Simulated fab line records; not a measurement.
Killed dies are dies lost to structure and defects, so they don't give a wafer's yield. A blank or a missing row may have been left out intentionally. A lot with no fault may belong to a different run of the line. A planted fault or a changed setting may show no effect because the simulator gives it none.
Matching of chambers :: flow nand-harc :: rie-diel-05 running NHARC_A_CONTACT_ETCH_75: 4 sister chambers
The step etches the open film in CF4, target depth 39 nm, time 65 s. 4 wafers are shown with their chamber, then 12 later ones without.

== WAFERS, EACH WITH ITS CHAMBER ==
wafer: L086.1
chamber: 2
drypump-motor-current-A (A): 6.1

wafer: L092.1
chamber: 3
drypump-motor-current-A (A): 5.7

wafer: L092.2
chamber: 1
drypump-motor-current-A (A): 5.8

wafer: L092.3
chamber: 0
drypump-motor-current-A (A): 5.9

== WAFERS WHOSE CHAMBER IS MISSING ==
wafer: L092.4
drypump-motor-current-A (A): 6.1

wafer: L092.5
drypump-motor-current-A (A): 6.1

wafer: L092.6
drypump-motor-current-A (A): 5.8

wafer: L089.1
drypump-motor-current-A (A): 5.8

wafer: L089.2
drypump-motor-current-A (A): 5.7

wafer: L089.3
drypump-motor-current-A (A): 6.0

wafer: L089.4
drypump-motor-current-A (A): 6.1

wafer: L089.5
drypump-motor-current-A (A): 6.2

wafer: L089.6
drypump-motor-current-A (A): 5.8

wafer: L097.3
drypump-motor-current-A (A): 5.8

wafer: L097.4
drypump-motor-current-A (A): 5.9

wafer: L097.6
drypump-motor-current-A (A): 5.7

== EACH ONE'S CHAMBER ==
wafer: L092.4
from the rows above: 2
in truth: 2

wafer: L092.5
from the rows above: 2
in truth: 2

wafer: L092.6
from the rows above: 1
in truth: 1

wafer: L089.1
from the rows above: 1
in truth: 1

wafer: L089.2
from the rows above: 3
in truth: 3

wafer: L089.3
from the rows above: can't be placed: 0 or 2
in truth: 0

wafer: L089.4
from the rows above: 2
in truth: 2

wafer: L089.5
from the rows above: 2
in truth: 2

wafer: L089.6
from the rows above: 1
in truth: 1

wafer: L097.3
from the rows above: 1
in truth: 1

wafer: L097.4
from the rows above: 0
in truth: 0

wafer: L097.6
from the rows above: 3
in truth: 3
Correct placement for 11 of the 12. Unplaceable from these rows: 1, with the true chamber sitting among the candidates in 1. 0 placed wrongly.
How it was worked out, from the rows above alone: a wafer's distance from a chamber is the root of the sum, over the readings, of the square of ((its reading less the chamber's mean) divided by the reading's scatter). If the next closest chamber is less than 2 further off than the closest, the wafer can't be placed; otherwise it belongs to the closest. The mean given for a chamber averages the wafers shown for that chamber. The scatter: root of mean squared gap, hidden wafer to nearest shown wafer, with one shown wafer a chamber.
